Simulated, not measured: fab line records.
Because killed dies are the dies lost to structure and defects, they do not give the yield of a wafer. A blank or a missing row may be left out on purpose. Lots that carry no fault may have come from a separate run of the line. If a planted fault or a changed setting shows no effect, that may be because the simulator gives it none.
Tool commonality check    flow nand-harc    Sample size 12 lots and 42 wafers

## THE REASON FOR OPENING IT
On 2 of the 12 lots, a flag is raised at NHARC_A_ONON_D2_THK_MEAS_21 on the reading thk-nm. Wafers without a fault read 999 nm, standard deviation 10.
Rule: a lot is flagged when every wafer of it that has a number lies more than 4 standard deviations from that mean, or none has a number. The other lots count as sound.

lot   measured      on             thk-nm (nm), wafer by wafer    flag
L146  day 13 01:54  film-metro-02  995 995 996                    
L148  day 13 20:25  film-metro-02  999 998 999                    
L149  day 14 10:52  film-metro-01  1007 1008 1007                 
L150  day 14 11:01  film-metro-02  1007 1005 1008                 
L151  day 15 08:54  film-metro-01  993 993 992                    
L152  day 15 08:55  film-metro-02  1007 1009 1010                 
L153  day 15 21:13  film-metro-01  987 990 987                    
L157  day 17 09:20  film-metro-02  1074 1075 1074 1075 1074 1075  FLAGGED
L158  day 17 18:36  film-metro-02  1077 1076 1076 1075 1076 1078  FLAGGED
L165  day 20 13:23  film-metro-02  1009 1010 1010                 
L166  day 21 11:40  film-metro-02  987 986 988                    
L169  day 22 15:41  film-metro-02  1016 1017 1018                 
The numbers of the flagged lots are 1075 nm on average: +76 nm against the usual, or +8 standard deviations.

## WHICH TOOL EACH LOT WENT THROUGH
The record holds 1 process step before the reading, out of a route of 1302 steps. Every cell lists first the tool, next ch and the chambers used by the sampled wafers, and last the start.
lot   flag     NHARC_A_ONON_D2_DEP_19
L146           pecvd-onon-04 ch 0, day 13 01:23
L148           pecvd-onon-04 ch 0, day 13 19:58
L149           pecvd-onon-02 ch 0, day 14 10:22
L150           pecvd-onon-03 ch 0, day 14 10:34
L151           pecvd-onon-04 ch 0, day 15 08:31
L152           pecvd-onon-02 ch 0, day 15 08:25
L153           pecvd-onon-03 ch 0, day 15 20:49
L157  FLAGGED  pecvd-onon-03 ch 0, day 17 08:50
L158  FLAGGED  pecvd-onon-03 ch 0, day 17 18:08
L165           pecvd-onon-02 ch 0, day 20 12:56
L166           pecvd-onon-03 ch 0, day 21 11:09
L169           pecvd-onon-02 ch 0, day 22 15:14
These steps, and what they do:
- NHARC_A_ONON_D2_DEP_19: target thk 1000 nm.
- NHARC_A_ONON_D2_THK_MEAS_21: measures by ellipsometry.

## FLAGGED AGAINST TOTAL, ONE TOOL AT A TIME (gauges that did the reading follow at the end)
step                         tool           lots run  flagged  share of the flagged lots  sound lots run after its first flagged lot
NHARC_A_ONON_D2_DEP_19       pecvd-onon-02  4         0        none                       -
NHARC_A_ONON_D2_DEP_19       pecvd-onon-03  5         2        all                        1 (L166)
NHARC_A_ONON_D2_DEP_19       pecvd-onon-04  3         0        none                       -
NHARC_A_ONON_D2_THK_MEAS_21  film-metro-01  3         0        none                       -
NHARC_A_ONON_D2_THK_MEAS_21  film-metro-02  9         2        all                        3 (L165,L166,L169)

## THE TABLE: WHAT IT ALLOWS
Rows of the table that ran all the flagged lots, 2 in number: pecvd-onon-03 at NHARC_A_ONON_D2_DEP_19; film-metro-02 at NHARC_A_ONON_D2_THK_MEAS_21.
- pecvd-onon-03 at NHARC_A_ONON_D2_DEP_19 ran 5 lots, 2 of them flagged. Sound lots ran on it after the first flagged one (L166), which a lasting fault on the whole tool wouldn't allow.
- film-metro-02 at NHARC_A_ONON_D2_THK_MEAS_21 ran 9 lots, 2 of them flagged. Sound lots ran on it after the first flagged one (L165, L166, L169), which a lasting fault on the whole tool wouldn't allow.
Every row of the table either missed a flagged lot or ran a sound lot after the first.

## WHAT WAS PUT IN BY THE SIMULATOR
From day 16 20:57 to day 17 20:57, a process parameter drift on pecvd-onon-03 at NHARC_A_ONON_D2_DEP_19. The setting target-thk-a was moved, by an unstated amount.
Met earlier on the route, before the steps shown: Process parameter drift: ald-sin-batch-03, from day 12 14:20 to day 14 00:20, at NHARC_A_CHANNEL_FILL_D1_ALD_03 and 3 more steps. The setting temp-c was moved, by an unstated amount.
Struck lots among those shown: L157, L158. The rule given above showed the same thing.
